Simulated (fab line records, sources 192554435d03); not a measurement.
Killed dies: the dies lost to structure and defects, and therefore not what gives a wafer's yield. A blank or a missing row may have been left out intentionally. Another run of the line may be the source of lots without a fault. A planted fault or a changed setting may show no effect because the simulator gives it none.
Which of the tools did it?    flow n5-finfet    Sampling: 9 lots, 27 wafers, 5 of 1938 route steps

== WHAT THE GAUGES READ, wafer by wafer ==
N5_BEOL_M9_THK_MEAS_01.
lot   measured      on             M9_ILD_THK (nm)
L553  day 9 11:03   film-metro-02  270 264 270
L554  day 9 19:05   film-metro-01  266 268 270
L556  day 9 21:53   film-metro-02  541 555 545
L561  day 11 10:41  film-metro-01  542 553 548
L565  day 12 16:53  film-metro-01  542 531 543
L568  day 13 07:12  film-metro-02  263 270 266
L569  day 13 23:51  film-metro-02  267 266 266
L574  day 15 02:10  film-metro-02  271 267 270
L573  day 15 02:29  film-metro-02  257 264 262

== TOOL THAT RAN EACH LOT (tool first, then ch and the chambers of the sampled wafers, then the start) ==
lot   N5_BEOL_M8_ALD_77                    N5_BEOL_M8_SURFACE_TREAT_79   N5_BEOL_M9_ILD_DEP_00            N5_BEOL_M9_CURE_71
L553  ald-metal-04 ch 1,3, day 9 08:04     pvd-sputter-01, day 9 08:44   pecvd-01 ch 0,1,2, day 9 09:59   uv-cure-02 ch 1, day 9 10:13
L554  ald-metal-02 ch 2,3, day 9 16:32     pvd-sputter-03, day 9 16:49   pecvd-02 ch 0,1, day 9 17:59     uv-cure-03 ch 2, day 9 18:15
L556  ald-metal-03 ch 1,2,3, day 9 19:02   pvd-sputter-02, day 9 19:20   pecvd-04 ch 0,2, day 9 20:33     uv-cure-03 ch 0, day 9 21:03
L561  ald-metal-02 ch 0,1, day 11 06:53    pvd-sputter-01, day 11 07:17  pecvd-01 ch 0,2, day 11 08:58    uv-cure-01 ch 1, day 11 10:15
L565  ald-metal-04 ch 2,3, day 12 12:26    pvd-sputter-03, day 12 12:46  pecvd-01 ch 0,1,2, day 12 15:33  uv-cure-01 ch 2, day 12 15:53
L568  ald-metal-04 ch 1,2,3, day 13 05:04  pvd-sputter-02, day 13 05:21  pecvd-04 ch 0,2, day 13 06:37    uv-cure-01 ch 0, day 13 06:41
L569  ald-metal-03 ch 0,1, day 13 20:41    pvd-sputter-02, day 13 21:01  pecvd-04 ch 1,2, day 13 22:46    uv-cure-02 ch 0, day 13 23:10
L574  ald-metal-04 ch 0,2,3, day 14 23:59  pvd-sputter-02, day 15 00:20  pecvd-01 ch 0,1,2, day 15 01:35  uv-cure-01 ch 2, day 15 01:40
L573  ald-metal-04 ch 0,1, day 15 00:22    pvd-sputter-02, day 15 00:40  pecvd-04 ch 0,1,2, day 15 01:53  uv-cure-02 ch 0, day 15 01:58
- N5_BEOL_M8_ALD_77: deposits TaN, target thk 2 nm, pulse time 2 s, purge time 3 s.
- N5_BEOL_M8_SURFACE_TREAT_79
- N5_BEOL_M9_ILD_DEP_00: deposits SiCOH lowk from DEMS/porogen, target thk 308.51 nm, time 58 s.
- N5_BEOL_M9_CURE_71: cures SiCOH lowk, time 240 s.

== THE ANSWER, worked out from the rows above alone ==
Rule: what is usual is taken from the lots themselves. The widest of any qualifying gaps counts: lots, ordered by their means at a reading, are off when they make up no more than a third of the lots, leave a main group of 4 or more, and stand apart from it by 3 or more times the standard deviation of that group's means. If all means in a main group match to the digits the tables above print for the reading, that group is not used. A lot without any number at a reading at which 4 lots or more have one is off too. All remaining lots with rows at the step are treated as sound.
Off: at N5_BEOL_M9_THK_MEAS_01 (M9_ILD_THK), L556, L561, L565. Mean 266 nm and standard deviation 2.7 in the main group.
If a tool, at a process step before that reading, ran all the lots that are off and no sound lot after the first of them, it fits. Those tools and the gauges at N5_BEOL_M9_THK_MEAS_01 are tried in the same way. Of those tried, none fits.

== WHAT THE SIMULATOR PUT IN ==
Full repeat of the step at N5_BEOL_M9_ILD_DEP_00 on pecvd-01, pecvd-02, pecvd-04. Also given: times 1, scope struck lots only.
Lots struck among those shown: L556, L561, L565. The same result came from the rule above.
